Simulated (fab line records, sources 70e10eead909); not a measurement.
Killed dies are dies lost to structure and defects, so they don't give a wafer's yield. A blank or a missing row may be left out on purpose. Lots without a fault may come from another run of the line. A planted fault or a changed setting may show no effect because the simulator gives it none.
fab line records | flow nand_harc
record lots=20 wafers=60 last_day=33
route steps=1302 shown A_STAIRCASE@708
lots that met no fault: from a run of the same line without faults
start_h: hours from the record's first day to the start of the lot's first wafer shown | wait_h: hours since the lot's step before | " the same as in the row above | L1.1+2: a row that stands for several wafers | - no value, or no start given | * or withheld: withheld | < > ~ a bound
route shown NAME@n: a module of which the file shows steps, and the number in the route of the first | usual: mean/standard deviation of fault-free wafers | same: alike in all rows | chamber/n: place in a boat | sites: the reading at each site | _std_site: their standard deviation | _edge_site: outer sites' mean less inner sites' | radius_mm: how far each site lies from the wafer's centre | mask NAME#n: copy n | behind: the tool/chamber that last shaped the wafer | hold: why the lot was held/for how many hours/how that ended | device: the transistor (n, p or np) that didn't switch | end of line: the same wafers' tests at the end of the route | a step without rows: its recipe alone | killed: dies lost to structure and defects at the first sort, not the wafer's yield | map: a wafer's dies, x killed, . not, _ none there
set.NAME: the setting as run; set.NAME@STEP: as run at that earlier step | model.NAME: the simulator's own value behind a step, which no gauge read
steps of the route over a sample of lots; a table a step, a row a wafer
services: from which hour (start_h, from the record's first day; less than 0 if before it) a tool's chamber was out of use, for how many hours, and why
## steps
# step NHARC_A_STAIRCASE_ETCH_194
# recipe target_depth_a=1000 time_s=40.5 ion_energy_ev=400 c4f8_flow_sccm=20 o2_flow_sccm=10 ar_flow_sccm=withheld rf_w=600 bias_w=1000 chemistry=C4F8/O2
# usual oes_product_au=0.941/0.01 rf_fwd_power_W=592.9/2.3 rf_vpp_V=896/5.2
# columns lot.wafer tool chamber start_h wait_h oes_product_au rf_fwd_power_W rf_hours_counter_h rf_vpp_V
L074.2 rie_diel-03 2 - - 0.941 590.8 23 892
L074.4 " 3 " " 0.938 591.6 22 903
L074.5 " 2 " " 0.948 588.1 - 890
L075.2 rie_diel-08 0 - - 0.940 593.1 49 892
L075.3 " 1 " " 0.954 591.9 53 893
L075.6 " 2 " " 0.943 593.1 - 899
L077.1 rie_diel-03 2 - - 0.935 594.0 35 890
L077.2 " 3 " " 0.943 589.8 33 904
L077.5 " 1 " " 0.933 594.8 - 901
L078.3 rie_diel-03 3 - - 0.939 593.3 34 904
L078.4 " 0 " " 0.924 591.1 29 893
L078.6 " 2 " " 0.936 589.7 - 891
L079.1 rie_diel-03 1 - - 0.922 597.5 42 900
L079.4 " 2 " " 0.923 588.0 42 891
L079.3 " 3 " " 0.919 590.8 40 904
L081.3 rie_diel-08 2 - - 0.933 591.7 22 899
L081.5 " 3 " " 0.933 593.9 - 903
L081.6 " 0 " " 0.929 592.1 - 892
L083.3 rie_diel-03 2 - - 0.932 590.6 53 891
L083.4 " 3 " " 0.926 589.7 52 904
L083.2 " 0 " " 0.913 591.7 46 893
L084.1 rie_diel-08 3 - - 0.933 595.2 33 904
L084.6 " 2 " " 0.954 598.5 - 897
L084.5 " 3 " " 0.946 595.6 - 902
L086.4 rie_diel-08 3 - - 0.946 593.7 33 904
L086.3 " 1 " " 0.950 595.0 31 891
L086.6 " 3 " " 0.951 595.1 - 903
L085.1 rie_diel-03 2 - - 0.938 593.0 1 889
L085.4 " 3 " " 0.942 590.9 - 905
L085.6 " 0 " " 0.931 588.6 - 893
L087.3 rie_diel-08 1 - - 0.950 594.7 35 892
L087.4 " 2 " " 0.951 594.9 38 898
L087.6 " 2 " " 0.945 593.5 - 896
L088.2 rie_diel-08 2 - - 0.948 596.1 43 896
L088.3 " 0 " " 0.955 594.3 38 893
L088.5 " 1 " " 0.960 592.1 - 891
L089.3 rie_diel-02 1 - - 0.941 594.0 27 904
L089.6 " 1 " " 0.941 593.9 - 904
L089.5 " 2 " " 0.958 592.0 - 899
L091.2 rie_diel-03 3 - - 0.950 592.7 16 903
L091.6 " 1 " " 0.938 595.2 - 900
L091.5 " 2 " " 0.960 591.9 - 890
L092.2 rie_diel-02 3 - - 0.948 594.4 39 888
L092.4 " 0 " " 0.954 595.1 43 892
L092.5 " 1 " " 0.942 594.1 - 902
L093.2 rie_diel-03 0 - - 0.956 591.0 34 891
L093.1 " 2 " " 0.952 591.7 26 890
L093.5 " 0 " " 0.956 592.1 - 893
L095.4 rie_diel-08 1 - - 0.956 597.3 2 892
L095.5 " 1 " " 0.937 595.9 - 891
L095.6 " 2 " " 0.947 591.7 - 897
L094.3 rie_diel-03 3 - - 0.957 590.1 33 904
L094.1 " 0 " " 0.926 591.3 40 891
L094.5 " 3 " " 0.944 590.8 - 902
L097.1 rie_diel-08 2 - - 0.942 597.5 8 896
L097.3 " 3 " " 0.941 592.6 7 903
L097.5 " 2 " " 0.943 595.6 - 896
L096.2 rie_diel-03 2 - - 0.934 590.4 35 890
L096.4 " 3 " " 0.941 588.2 40 902
L096.1 " 1 " " 0.924 598.2 38 899
# step NHARC_A_STAIRCASE_ETCH_227
# recipe target_depth_a=1000 time_s=40.5 ion_energy_ev=400 c4f8_flow_sccm=20 o2_flow_sccm=10 ar_flow_sccm=withheld rf_w=600 bias_w=1000 chemistry=C4F8/O2
# usual oes_product_au=0.943/0.01 rf_fwd_power_W=593.0/2.4 rf_vpp_V=896/5
# columns lot.wafer tool chamber start_h wait_h oes_product_au rf_fwd_power_W rf_hours_counter_h rf_vpp_V
L074.2 rie_diel-08 3 - - 0.943 592.6 51 903
L074.4 " 2 " " 0.940 596.1 57 899
L074.5 " 3 " " 0.943 591.2 - 903
L075.3 rie_diel-08 3 - - 0.956 592.6 51 903
L075.2 " 0 " " 0.952 592.7 50 894
L075.6 " 3 " " 0.952 595.2 - 904
L077.2 rie_diel-03 1 - - 0.941 597.1 39 900
L077.1 " 2 " " 0.933 594.5 38 891
L077.5 " 1 " " 0.931 594.7 - 901
L078.3 rie_diel-03 2 - - 0.935 591.2 38 891
L078.4 " 3 " " 0.921 595.2 37 904
L078.6 " 2 " " 0.934 589.2 - 892
L079.1 rie_diel-02 0 - - 0.942 595.8 5 894
L079.3 " 1 " " 0.955 597.5 5 905
L079.4 " 2 " " 0.944 593.6 6 899
L081.3 rie_diel-08 3 - - 0.938 592.7 24 902
L081.5 " 3 " " 0.938 595.4 - 902
L081.6 " 0 " " 0.946 591.1 - 892
L083.2 rie_diel-03 3 - - 0.930 591.0 53 905
L083.3 " 0 " " 0.944 589.4 48 894
L083.4 " 1 " " 0.937 595.6 55 900
L084.1 rie_diel-03 3 - - 0.947 592.0 2 904
L084.5 " 0 " " 0.941 589.3 - 893
L084.6 " 3 " " 0.946 592.6 - 903
L086.3 rie_diel-03 0 - - 0.949 587.8 3 892
L086.4 " 1 " " 0.957 595.7 0 899
L086.6 " 0 " " 0.946 591.1 - 893
L085.1 rie_diel-08 1 - - 0.950 593.8 32 892
L085.4 " 3 " " 0.949 594.8 35 902
L085.6 " 1 " " 0.946 591.6 - 891
L087.3 rie_diel-08 1 - - 0.950 593.5 37 892
L087.4 " 2 " " 0.965 596.6 40 895
L087.6 " 3 " " 0.931 594.7 - 903
L088.2 rie_diel-03 0 - - 0.959 586.8 14 892
L088.3 " 1 " " 0.942 593.9 12 898
L088.5 " 1 " " 0.942 597.0 - 899
L089.3 rie_diel-02 0 - - 0.951 591.5 36 892
L089.5 " 1 " " 0.950 594.6 - 903
L089.6 " 2 " " 0.945 595.0 - 899
L091.2 rie_diel-03 0 - - 0.926 589.1 25 893
L091.5 " 0 " " 0.927 588.6 - 893
L091.6 " 1 " " 0.934 594.8 - 899
L092.2 rie_diel-02 2 - - 0.939 594.9 29 900
L092.4 " 0 " " 0.943 595.1 44 893
L092.5 " 2 " " 0.944 592.7 - 899
L093.1 rie_diel-02 0 - - 0.940 593.3 49 892
L093.2 " 1 " " 0.951 595.1 42 904
L093.5 " 0 " " 0.944 595.2 - 893
L095.4 rie_diel-08 3 - - 0.948 593.3 3 902
L095.6 " 0 " " 0.941 593.2 - 893
L095.5 " 1 " " 0.930 594.1 - 892
L094.1 rie_diel-08 2 - - 0.937 593.4 4 898
L094.3 " 3 " " 0.934 593.4 3 902
L094.5 " 1 " " 0.931 591.7 - 892
L097.1 rie_diel-08 1 - - 0.929 591.1 9 893
L097.3 " 2 " " 0.956 596.2 9 898
L097.5 " 1 " " 0.922 589.2 - 892
L096.2 rie_diel-08 0 - - 0.930 593.2 9 893
L096.4 " 1 " " 0.918 596.3 9 892
L096.1 " 2 " " 0.943 595.5 9 897
# step NHARC_A_STAIRCASE_ETCH_236
# recipe target_depth_a=1000 time_s=40.5 ion_energy_ev=400 c4f8_flow_sccm=20 o2_flow_sccm=10 ar_flow_sccm=withheld rf_w=600 bias_w=1000 chemistry=C4F8/O2
# usual oes_product_au=0.944/0.0095 rf_fwd_power_W=593.3/2.5 rf_vpp_V=896/5.2
# columns lot.wafer tool chamber start_h wait_h oes_product_au rf_fwd_power_W rf_hours_counter_h rf_vpp_V
L074.4 rie_diel-03 3 - - 0.950 589.3 23 903
L074.2 " 2 " " 0.942 589.5 24 892
L074.5 " 0 " " 0.963 590.3 - 894
L075.3 rie_diel-08 2 - - 0.961 596.5 58 897
L075.2 " 3 " " 0.957 592.7 52 904
L075.6 " 2 " " 0.957 594.6 - 897
L077.2 rie_diel-03 3 - - 0.931 589.0 37 905
L077.1 " 2 " " 0.950 592.6 39 891
L077.5 " 3 " " 0.942 590.1 - 904
L078.4 rie_diel-02 2 - - 0.952 593.7 0 899
L078.3 " 1 " " 0.958 597.0 0 904
L078.6 " 2 " " 0.958 591.9 - 900
L079.4 rie_diel-02 0 - - 0.947 596.2 5 894
L079.1 " 1 " " 0.942 598.9 5 903
L079.3 " 2 " " 0.941 591.1 6 900
L081.3 rie_diel-08 1 - - 0.934 597.0 20 892
L081.5 " 2 " " 0.956 594.7 - 898
L081.6 " 3 " " 0.952 594.7 - 904
L083.4 rie_diel-08 1 - - 0.940 594.4 20 894
L083.2 " 2 " " 0.937 596.3 24 897
L083.3 " 0 " " 0.951 593.1 21 893
L084.1 rie_diel-03 1 - - 0.952 595.7 0 901
L084.6 " 3 " " 0.943 587.1 - 903
L084.5 " 0 " " 0.943 591.0 - 893
L086.4 rie_diel-03 0 - - 0.946 594.6 4 893
L086.3 " 3 " " 0.941 593.2 4 903
L086.6 " 1 " " 0.945 595.6 - 899
L085.4 rie_diel-08 0 - - 0.954 593.8 31 893
L085.1 " 2 " " 0.954 592.1 37 897
L085.6 " 3 " " 0.945 594.9 - 903
L087.4 rie_diel-08 3 - - 0.949 593.7 40 903
L087.3 " 1 " " 0.942 594.6 37 893
L087.6 " 2 " " 0.943 595.1 - 898
L088.2 rie_diel-08 0 - - 0.935 592.9 40 893
L088.3 " 1 " " 0.944 593.6 41 892
L088.5 " 0 " " 0.943 591.7 - 894
L089.3 rie_diel-03 2 - - 0.947 589.7 12 890
L089.6 " 1 " " 0.939 595.1 - 899
L089.5 " 2 " " 0.956 588.6 - 889
L091.2 rie_diel-08 1 - - 0.942 591.0 48 892
L091.5 " 2 " " 0.962 594.1 - 897
L091.6 " 3 " " 0.951 591.2 - 902
L092.4 rie_diel-02 0 - - 0.952 594.2 48 893
L092.2 " 1 " " 0.952 595.7 41 904
L092.5 " 2 " " 0.940 590.9 - 900
L093.1 rie_diel-02 2 - - 0.933 590.7 33 900
L093.2 " 0 " " 0.953 595.4 49 892
L093.5 " 2 " " 0.935 591.4 - 899
L095.4 rie_diel-08 3 - - 0.937 595.3 4 903
L095.5 " 0 " " 0.931 593.3 - 892
L095.6 " 1 " " 0.935 594.3 - 891
L094.1 rie_diel-08 3 - - 0.933 590.2 5 903
L094.3 " 1 " " 0.930 590.9 5 893
L094.5 " 3 " " 0.941 592.0 - 901
L097.3 rie_diel-02 0 - - 0.953 591.1 2 892
L097.1 " 2 " " 0.944 590.0 1 899
L097.5 " 0 " " 0.952 595.9 - 891
L096.2 rie_diel-08 1 - - 0.926 591.4 10 890
L096.4 " 2 " " 0.962 593.9 10 897
L096.1 " 3 " " 0.943 592.1 9 903
# step NHARC_A_STAIRCASE_STRIP_274
# recipe o2_flow_sccm=500 ar_flow_sccm=0 bias_w=0 chemistry=O2
# usual drypump_motor_current_A=6.0/0.37 o2_flow_sccm=500.2/1.3 oes_product_au=0.998/0.0079 rf_vpp_V=57.8/0.87 showerhead_plenum_p_Torr=3.56/0.15 throttle_valve_pct=17.036/0.0092
# columns lot.wafer tool chamber start_h wait_h drypump_motor_current_A o2_flow_sccm oes_product_au rf_hours_counter_h rf_vpp_V showerhead_plenum_p_Torr throttle_valve_pct
L074.2 rie_diel-03 0 - - 5.7 499.5 0.992 21 57.5 3.45 17.036
L074.4 " 1 " " 5.6 500.5 0.994 28 59.7 3.66 17.047
L074.5 " 0 " " 5.7 500.7 0.991 - 56.9 3.45 17.027
L075.3 rie_diel-03 1 - - 5.6 502.9 1.001 30 56.9 3.66 17.042
L075.2 " 3 " " 6.2 500.0 0.998 28 57.3 3.76 17.025
L075.6 " 1 " " 5.6 498.9 1.006 - 58.7 3.66 17.027
L077.1 rie_diel-08 3 - - 6.1 500.0 1.001 14 58.6 3.73 17.030
L077.2 " 1 " " 5.7 501.3 1.012 10 57.7 3.44 17.037
L077.5 " 3 " " 6.1 500.7 0.998 - 58.5 3.73 17.027
L078.3 rie_diel-03 3 - - 6.2 502.4 0.989 40 57.9 3.75 17.054
L078.4 " 1 " " 5.6 501.7 0.983 42 57.6 3.65 17.033
L078.6 " 3 " " 6.2 501.3 0.995 - 58.9 3.75 17.041
L079.4 rie_diel-08 1 - - 5.7 498.7 1.007 15 55.8 3.44 17.046
L079.3 " 2 " " 6.2 498.8 1.011 18 58.0 3.57 17.042
L079.1 " 3 " " 6.1 498.2 0.991 20 59.7 3.73 17.036
L081.3 rie_diel-08 2 - - 6.2 500.3 1.009 26 58.0 3.57 17.022
L081.5 " 1 " " 5.7 499.4 0.998 - 58.0 3.43 17.051
L081.6 " 2 " " 6.3 502.1 1.003 - 57.5 3.57 17.048
L083.3 rie_diel-03 3 - - 6.2 499.4 1.002 58 58.8 3.74 17.030
L083.4 " 0 " " 5.7 498.1 0.998 53 57.1 3.43 17.033
L083.2 " 1 " " 5.6 499.1 0.992 60 58.6 3.64 17.026
L084.1 rie_diel-08 1 - - 5.7 503.2 1.007 36 58.7 3.43 17.043
L084.5 " 1 " " 5.7 503.6 1.009 - 56.9 3.43 17.026
L084.6 " 2 " " 6.2 498.4 1.007 - 57.1 3.56 17.036
L086.3 rie_diel-03 1 - - 5.6 497.8 0.993 6 56.9 3.63 17.038
L086.4 " 2 " " 6.5 501.5 0.992 7 56.3 3.38 17.028
L086.6 " 0 " " 5.7 499.9 1.001 - 57.3 3.43 17.038
L085.4 rie_diel-03 0 - - 5.7 500.3 1.005 10 57.0 3.43 17.039
L085.1 " 1 " " 5.6 501.8 0.999 8 58.5 3.63 17.021
L085.6 " 3 " " 6.2 500.1 1.005 - 56.7 3.74 17.025
L087.3 rie_diel-03 1 - - 5.6 500.3 0.990 11 59.0 3.63 17.027
L087.4 " 3 " " 6.2 497.6 1.010 9 58.0 3.73 17.036
L087.6 " 2 " " 6.5 500.9 1.002 - 57.7 3.38 17.033
L088.2 rie_diel-03 2 - - 6.5 500.3 0.991 17 58.0 3.37 17.051
L088.3 " 3 " " 6.2 499.9 1.004 15 58.2 3.73 17.030
L088.5 " 2 " " 6.5 500.1 1.003 - 56.7 3.37 17.041
L089.3 rie_diel-03 2 - - 6.4 500.5 0.997 17 58.8 3.37 17.018
L089.5 " 1 " " 5.6 498.7 0.990 - 57.8 3.63 17.049
L089.6 " 2 " " 6.4 502.4 1.006 - 58.1 3.37 17.036
L091.2 rie_diel-03 0 - - 5.7 499.0 0.993 28 59.3 3.42 17.042
L091.6 " 2 " " 6.5 500.3 0.997 - 57.6 3.37 17.034
L091.5 " 3 " " 6.2 499.4 0.988 - 57.1 3.73 17.050
L092.2 rie_diel-03 2 - - 6.4 501.3 0.999 30 57.8 3.37 17.021
L092.4 " 3 " " 6.2 500.3 1.006 33 58.7 3.72 17.017
L092.5 " 1 " " 5.6 500.2 0.997 - 58.0 3.62 17.025
L093.2 rie_diel-02 1 - - 5.5 500.7 0.983 45 58.3 3.72 17.035
L093.1 " 3 " " 5.9 501.9 0.988 49 58.6 3.28 17.040
L093.5 " 2 " " 6.6 500.0 0.996 - 57.7 3.61 17.027
L095.4 rie_diel-02 3 - - 5.8 499.9 0.974 1 57.4 3.81 17.041
L095.6 " 1 " " 5.4 498.7 0.985 - 58.4 3.72 17.021
L095.5 " 2 " " 6.6 498.0 0.986 - 58.5 3.61 17.045
L094.3 rie_diel-03 0 - - 5.7 502.4 0.998 49 58.6 3.41 17.046
L094.1 " 2 " " 6.5 500.7 0.991 36 58.9 3.36 17.037
L094.5 " 0 " " 5.7 501.1 0.999 - 57.4 3.41 17.041
L097.1 rie_diel-02 3 - - 5.8 499.7 0.991 4 58.6 3.81 17.060
L097.3 " 0 " " 5.9 499.5 0.999 4 57.7 3.42 17.025
L097.5 " 3 " " 5.8 503.5 0.989 - 58.6 3.81 17.028
L096.2 rie_diel-02 1 - - 5.5 499.6 0.997 4 59.0 3.72 17.031
L096.1 " 3 " " 5.9 502.6 0.983 4 58.5 3.81 17.040
L096.4 " 0 " " 6.0 499.5 0.993 4 55.9 3.42 17.041
# step NHARC_A_STAIRCASE_DESCUM_291
# recipe time_s=3 o2_flow_sccm=200 ar_flow_sccm=0 bias_power_w=0 chemistry=O2
# usual drypump_motor_current_A=6.0/0.34 o2_flow_sccm=200.0/0.55 oes_product_au=0.999/0.0075 rf_vpp_V=57.7/0.9 showerhead_plenum_p_Torr=1.91/0.085 throttle_valve_pct=11.311/0.0088
# columns lot.wafer tool chamber start_h wait_h drypump_motor_current_A o2_flow_sccm oes_product_au rf_hours_counter_h rf_vpp_V showerhead_plenum_p_Torr throttle_valve_pct
L074.2 rie_diel-02 3 373.69 - 5.8 200.6 0.984 52 57.5 1.79 11.310
L074.4 " 3 " " 5.8 200.2 1.000 - 57.4 1.79 11.315
L074.5 " 0 " " 5.9 200.8 1.011 - 57.8 1.87 11.307
L075.2 rie_diel-02 0 380.59 - 6.0 200.1 0.997 59 57.4 1.87 11.310
L075.3 " 2 " " 6.6 199.4 0.989 51 56.8 1.97 11.318
L075.6 " 0 " " 6.0 200.5 1.008 - 58.2 1.87 11.301
L077.1 rie_diel-02 3 416.34 - 5.8 200.3 0.993 5 56.2 1.78 11.314
L077.2 " 1 " " 5.5 199.6 1.000 3 57.5 2.04 11.312
L077.5 " 3 " " 5.8 199.8 1.002 - 57.7 1.78 11.304
L078.4 rie_diel-03 0 420.30 - 5.7 199.6 0.998 37 55.6 1.86 11.291
L078.3 " 1 " " 5.6 199.6 1.000 44 58.0 1.98 11.305
L078.6 " 3 " " 6.2 200.2 1.004 - 59.5 2.04 11.300
L079.1 rie_diel-02 0 433.88 - 5.9 200.9 1.000 10 57.3 1.86 11.314
L079.3 " 1 " " 5.5 199.5 0.999 8 57.5 2.04 11.306
L079.4 " 2 " " 6.6 199.6 0.997 10 59.3 1.97 11.294
L081.3 rie_diel-02 3 454.61 - 5.9 200.9 0.991 - 56.2 1.78 11.308
L081.6 " 0 " " 5.9 200.0 0.997 - 58.3 1.86 11.314
L081.5 " 3 " " 5.8 200.3 0.997 - 56.3 1.78 11.314
L083.4 rie_diel-08 0 456.53 - 6.4 199.1 0.997 23 58.5 1.87 11.311
L083.3 " 1 " " 5.7 199.9 1.009 23 58.9 1.86 11.323
L083.2 " 2 " " 6.2 199.8 1.003 27 58.6 1.94 11.298
L084.1 rie_diel-02 3 488.25 - 5.9 199.6 0.988 28 56.1 1.78 11.291
L084.6 " 2 " " 6.6 200.0 1.001 - 57.9 1.97 11.331
L084.5 " 3 " " 5.8 198.5 0.989 - 56.7 1.78 11.318
L086.3 rie_diel-03 2 491.94 - 6.4 199.9 0.992 9 57.4 1.83 11.303
L086.6 " 2 " " 6.4 199.4 0.997 - 57.1 1.83 11.308
L086.4 " 1 " " 5.6 200.0 0.983 - 57.9 1.97 11.328
L085.1 rie_diel-02 1 493.79 - 5.4 200.2 0.999 26 58.2 2.03 11.303
L085.4 " 2 " " 6.6 199.7 0.997 15 57.4 1.97 11.319
L085.6 " 0 " " 5.9 200.3 1.011 - 59.0 1.86 11.313
L087.4 rie_diel-08 0 506.22 - 6.4 200.9 0.997 40 58.4 1.86 11.312
L087.3 " 1 " " 5.7 198.2 1.003 42 56.7 1.85 11.315
L087.6 " 3 " " 6.1 200.0 1.006 - 57.5 2.02 11.316
L088.2 rie_diel-08 2 518.73 - 6.3 199.8 1.005 53 58.5 1.93 11.318
L088.3 " 3 " " 6.0 199.1 0.994 52 60.6 2.02 11.293
L088.5 " 3 " " 6.0 200.3 1.013 - 58.0 2.02 11.299
L089.3 rie_diel-02 3 519.19 - 5.8 200.1 0.985 36 56.9 1.77 11.306
L089.6 " 3 " " 5.8 200.8 0.990 - 58.0 1.77 11.319
L089.5 " 0 " " 5.9 198.8 1.001 - 58.4 1.86 11.316
L091.2 rie_diel-08 2 541.09 - 6.2 200.2 1.010 56 58.8 1.93 11.318
L091.6 " 1 " " 5.7 199.8 0.993 - 56.5 1.85 11.315
L091.5 " 2 " " 6.2 200.3 1.009 - 57.5 1.93 11.312
L092.4 rie_diel-08 1 568.00 - 5.7 200.3 1.000 3 58.1 1.85 11.324
L092.2 " 2 " " 6.2 200.4 1.013 4 56.6 1.92 11.311
L092.5 " 1 " " 5.7 200.0 1.003 - 56.7 1.85 11.312
L093.1 rie_diel-03 0 569.71 - 5.7 200.9 0.996 44 58.0 1.84 11.307
L093.2 " 3 " " 6.2 199.8 1.016 37 58.0 2.02 11.322
L093.5 " 1 " " 5.6 201.1 0.998 - 59.5 1.97 11.308
L095.4 rie_diel-08 2 589.71 - 6.2 200.1 1.009 11 57.6 1.92 11.312
L095.5 " 1 " " 5.7 200.1 0.998 - 56.7 1.84 11.309
L095.6 " 2 " " 6.2 199.7 1.005 - 57.2 1.92 11.298
L094.3 rie_diel-03 3 590.02 - 6.2 199.7 0.999 42 57.2 2.02 11.309
L094.1 " 2 " " 6.4 199.7 1.001 38 57.6 1.82 11.319
L094.5 " 3 " " 6.2 199.8 1.002 - 58.6 2.02 11.321
L097.3 rie_diel-08 3 598.46 - 6.0 200.2 1.007 12 58.5 2.01 11.320
L097.1 " 0 " " 6.4 200.0 1.006 12 59.3 1.85 11.311
L097.5 " 1 " " 5.6 199.7 0.989 - 58.0 1.84 11.309
L096.4 rie_diel-08 1 598.87 - 5.6 200.1 0.988 13 56.9 1.84 11.307
L096.1 " 2 " " 6.2 200.6 1.001 13 58.1 1.92 11.318
L096.2 " 3 " " 6.0 200.3 0.984 12 57.2 2.01 11.308
# step NHARC_A_STAIRCASE_ETCH_452
# recipe target_depth_a=300 overetch_a=30 time_s=16.5 ion_energy_ev=100 cf4_flow_sccm=80 o2_flow_sccm=20 ar_flow_sccm=0 rf_w=300 bias_w=100 chemistry=CF4/O2
# usual drypump_motor_current_A=6.0/0.36 o2_flow_sccm=20.00/0.065 oes_o_777_au=1.000/0.0046 oes_product_au=0.999/0.0072 rf_fwd_power_W=294.6/1.5 rf_vpp_V=197.8/1.4 showerhead_plenum_p_Torr=1.33/0.059 throttle_valve_pct=13.398/0.0099
# columns lot.wafer tool chamber start_h wait_h drypump_motor_current_A o2_flow_sccm oes_o_777_au oes_product_au rf_fwd_power_W rf_hours_counter_h rf_vpp_V showerhead_plenum_p_Torr throttle_valve_pct
L074.2 rie_diel-02 2 - - 6.6 20.13 1.000 0.995 295.9 49 199.2 1.38 13.401
L074.4 " 0 " " 5.9 20.09 1.002 1.007 294.5 - 197.8 1.30 13.392
L074.5 " 2 " " 6.6 19.98 1.005 0.995 296.0 - 198.8 1.38 13.398
L075.3 rie_diel-02 2 - - 6.6 19.92 0.994 1.001 293.5 51 198.5 1.38 13.408
L075.2 " 0 " " 5.9 20.03 1.002 0.998 294.8 59 198.5 1.30 13.391
L075.6 " 3 " " 5.9 20.04 1.000 0.996 293.2 - 195.0 1.25 13.402
L077.2 rie_diel-02 2 - - 6.6 20.06 0.999 1.006 293.9 5 198.3 1.38 13.403
L077.1 " 3 " " 5.9 20.00 1.008 0.993 295.3 5 195.7 1.25 13.398
L077.5 " 1 " " 5.4 19.94 0.997 0.996 297.7 - 197.6 1.42 13.388
L078.3 rie_diel-03 2 - - 6.5 20.02 1.002 0.994 292.2 44 197.2 1.28 13.384
L078.4 " 3 " " 6.2 19.94 1.000 0.997 292.5 43 199.3 1.42 13.411
L078.6 " 1 " " 5.6 20.02 0.991 0.989 295.4 - 197.6 1.38 13.385
L079.3 rie_diel-02 3 - - 5.8 20.00 0.998 1.001 294.9 12 195.3 1.25 13.398
L079.4 " 0 " " 5.9 19.98 0.999 1.003 295.5 10 197.8 1.30 13.406
L079.1 " 2 " " 6.6 19.99 0.993 0.990 294.3 10 196.8 1.37 13.392
L081.3 rie_diel-02 0 455.40 0.1 5.9 20.09 1.000 1.014 294.3 - 199.1 1.30 13.392
L081.5 " 3 " " 5.9 19.90 1.006 1.001 294.6 - 196.4 1.24 13.404
L081.6 " 0 " " 6.0 20.04 1.004 1.001 294.6 - 195.6 1.30 13.389
L083.2 rie_diel-08 1 - - 5.7 19.89 0.999 0.996 294.4 23 195.9 1.30 13.400
L083.3 " 3 " " 6.1 20.02 1.002 1.005 295.2 28 199.1 1.41 13.404
L083.4 " 0 " " 6.4 19.93 1.000 0.998 294.9 23 196.9 1.30 13.390
L084.1 rie_diel-02 1 - - 5.4 20.05 1.008 1.006 297.2 25 198.9 1.42 13.417
L084.5 " 0 " " 5.9 20.04 1.002 0.995 295.7 - 197.5 1.30 13.392
L084.6 " 1 " " 5.4 20.10 0.999 0.997 296.0 - 200.1 1.42 13.387
L086.3 rie_diel-03 0 - - 5.7 19.97 0.999 1.000 293.0 11 197.5 1.29 13.414
L086.6 " 0 " " 5.7 19.95 1.002 0.996 293.1 - 196.6 1.30 13.399
L086.4 " 1 " " 5.6 19.88 0.995 1.005 295.5 - 198.9 1.38 13.401
L085.1 rie_diel-02 3 - - 5.9 19.99 0.999 0.999 295.3 30 195.9 1.24 13.388
L085.4 " 0 " " 6.0 20.06 0.994 1.008 294.4 34 196.6 1.30 13.390
L085.6 " 1 " " 5.5 19.94 0.995 0.987 296.0 - 198.1 1.42 13.377
L087.4 rie_diel-08 0 - - 6.4 19.95 1.004 0.988 294.2 40 198.2 1.30 13.384
L087.3 " 2 " " 6.2 19.91 0.998 1.002 295.1 46 198.6 1.35 13.398
L087.6 " 3 " " 6.1 20.03 1.010 0.996 294.8 - 199.8 1.41 13.405
L088.3 rie_diel-08 1 - - 5.7 19.94 1.000 1.004 296.0 47 197.0 1.29 13.402
L088.2 " 2 " " 6.2 19.95 1.000 1.006 295.1 53 199.2 1.34 13.395
L088.5 " 0 " " 6.4 20.02 1.002 0.999 294.7 - 198.5 1.30 13.392
L089.3 rie_diel-02 0 - - 5.9 20.00 1.002 0.995 295.7 40 197.9 1.30 13.396
L089.5 " 1 " " 5.4 19.98 0.995 1.013 296.3 - 199.4 1.41 13.406
L089.6 " 2 " " 6.6 19.96 1.002 0.997 294.3 - 198.0 1.37 13.411
L091.2 rie_diel-08 0 - - 6.4 19.86 0.996 0.984 293.4 49 197.9 1.30 13.384
L091.6 " 2 " " 6.2 20.00 1.002 1.006 294.8 - 198.2 1.34 13.391
L091.5 " 3 " " 6.0 19.99 0.996 1.001 294.5 - 198.8 1.41 13.387
L092.4 rie_diel-08 2 - - 6.2 20.11 1.001 1.003 297.1 4 198.4 1.34 13.384
L092.2 " 3 " " 6.0 20.05 1.012 1.001 295.7 4 200.1 1.41 13.406
L092.5 " 2 " " 6.2 20.10 1.003 1.009 296.4 - 197.4 1.34 13.412
L093.1 rie_diel-03 3 - - 6.2 19.95 0.994 1.012 293.0 37 199.5 1.41 13.376
L093.2 " 1 " " 5.6 19.76 0.992 1.007 295.6 35 199.9 1.37 13.392
L093.5 " 3 " " 6.2 20.07 1.009 1.011 293.4 - 200.2 1.41 13.403
L095.4 rie_diel-08 3 - - 6.1 20.10 0.991 1.000 293.5 10 198.9 1.40 13.392
L095.5 " 3 " " 6.0 20.05 1.005 0.999 293.1 - 198.2 1.40 13.416
L095.6 " 0 " " 6.4 19.96 1.003 0.996 294.2 - 196.9 1.29 13.402
L094.1 rie_diel-03 3 - - 6.2 19.98 0.999 0.996 291.6 42 199.6 1.41 13.392
L094.3 " 0 " " 5.7 20.00 0.987 1.000 293.7 49 196.7 1.29 13.396
L094.5 " 2 " " 6.4 20.05 1.006 0.995 291.6 - 195.6 1.27 13.406
L097.1 rie_diel-08 3 - - 6.1 19.92 0.998 1.001 294.5 12 198.2 1.40 13.385
L097.3 " 0 " " 6.4 20.10 0.999 1.011 293.0 13 196.1 1.29 13.391
L097.5 " 0 " " 6.4 20.07 1.006 1.010 293.0 - 197.3 1.29 13.413
L096.4 rie_diel-08 0 - - 6.4 20.01 0.999 1.001 293.3 13 198.3 1.29 13.402
L096.2 " 1 " " 5.7 19.94 0.992 1.000 294.9 14 196.9 1.29 13.390
L096.1 " 3 " " 6.0 20.07 1.003 1.018 294.7 13 200.0 1.40 13.406
## services
# columns tool chamber start_h hours kind
rie_diel-02 3 337.15 5.8 repair
rie_diel-08 0 348.44 - clean
rie_diel-08 1 348.44 - clean
rie_diel-08 2 348.44 - clean
rie_diel-08 3 348.44 - clean
rie_diel-08 1 349.31 3.2 repair
rie_diel-02 3 353.28 2.9 repair
rie_diel-08 3 363.40 7.2 repair
rie_diel-08 - 368.69 9.0 pm
rie_diel-02 1 371.08 4.7 repair
rie_diel-03 0 373.60 1.3 repair
rie_diel-03 3 389.08 1.6 repair
rie_diel-02 - 393.70 9.0 pm
rie_diel-08 0 396.13 5.1 repair
rie_diel-02 1 440.14 22.0 repair
rie_diel-02 2 446.95 33.0 repair
rie_diel-03 1 453.94 20.0 repair
rie_diel-03 - 459.06 9.0 pm
rie_diel-02 3 477.35 3.9 repair
rie_diel-03 3 490.72 4.6 repair
rie_diel-03 - 503.76 0.7 repair
rie_diel-08 - 545.69 9.0 pm
rie_diel-02 - 570.70 9.0 pm
rie_diel-02 0 597.15 5.9 repair
## key
fault none
